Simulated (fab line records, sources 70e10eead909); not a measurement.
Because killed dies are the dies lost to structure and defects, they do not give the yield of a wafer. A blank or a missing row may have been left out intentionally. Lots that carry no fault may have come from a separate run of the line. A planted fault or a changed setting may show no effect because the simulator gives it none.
What tool caused it?    flow nand harc    33 wafers sampled from 11 lots at 1 step of a route of 1159

## WHAT EACH GAUGE READ, for each wafer
NHARC_A_CHANNEL_HOLE_D1_OVL_MEAS_11.
lot   measured      on          overlay x nm (nm)  overlay y nm (nm)
L914  day 8 10:09   overlay-01  0.4 0.2 -0.2       0.8 0.9 0.7
L917  day 8 19:25   overlay-01  -0.9 -0.3 -0.4     -1.0 -0.9 -0.6
L921  day 10 00:18  overlay-02  0.7 0.6 0.6        -0.6 0.0 -0.1
L920  day 10 00:38  overlay-02  0.8 0.8 0.8        -1.2 -1.2 -1.5
L923  day 10 12:16  overlay-02  -0.2 0.3 0.4       -0.3 -0.6 -0.4
L927  day 11 13:53  overlay-02  -0.9 -0.6 -0.8     -0.3 0.3 0.2
L926  day 11 14:10  overlay-01  -0.2 0.2 0.1       -0.5 -0.3 0.0
L931  day 12 19:17  overlay-01  -0.7 -0.6 -0.3     0.1 -0.1 0.4
L934  day 13 03:35  overlay-02  0.2 0.3 0.2        1.0 1.4 1.0
L936  day 13 12:31  overlay-02  -0.4 -0.5 -0.4     0.9 0.4 0.3
L937  day 13 14:25  overlay-02  -0.6 -0.7 -0.7     -0.2 0.0 -0.2

## EACH LOT AND THE TOOL THAT RAN IT (in order: tool; ch and the chambers of the sampled wafers; start)
The record shows no process step preceding these readings.

## WHAT THE TOOLS THEMSELVES READ (means of the sampled wafers that have a number; where no wafer has one, the mark that the record gives instead)
The record holds no such reading with a usual standard deviation.

## THE ANSWER, worked out from the rows above alone
Rule: the lots themselves supply what counts as usual. The widest of any qualifying gaps counts: lots, ordered by their means at a reading, are off when they make up no more than a third of the lots, leave a main group of 4 or more, and stand apart from it by 3 or more times the standard deviation of that group's means. Not used: any main group whose means are identical at the precision the tables above print for the reading. A lot without any number at a reading at which 4 lots or more have one is off too. All remaining lots with rows at the step are treated as sound. First the gauges in route order, then the tools' own readings, where a lot's mean is used as printed above. The first step at which some lot is off is used, and at that step the reading that is off furthest; a lot without a number counts as furthest.
Nothing can be told from this: no lot is off at any reading shown.

## WHAT THE SIMULATOR HAD PUT IN
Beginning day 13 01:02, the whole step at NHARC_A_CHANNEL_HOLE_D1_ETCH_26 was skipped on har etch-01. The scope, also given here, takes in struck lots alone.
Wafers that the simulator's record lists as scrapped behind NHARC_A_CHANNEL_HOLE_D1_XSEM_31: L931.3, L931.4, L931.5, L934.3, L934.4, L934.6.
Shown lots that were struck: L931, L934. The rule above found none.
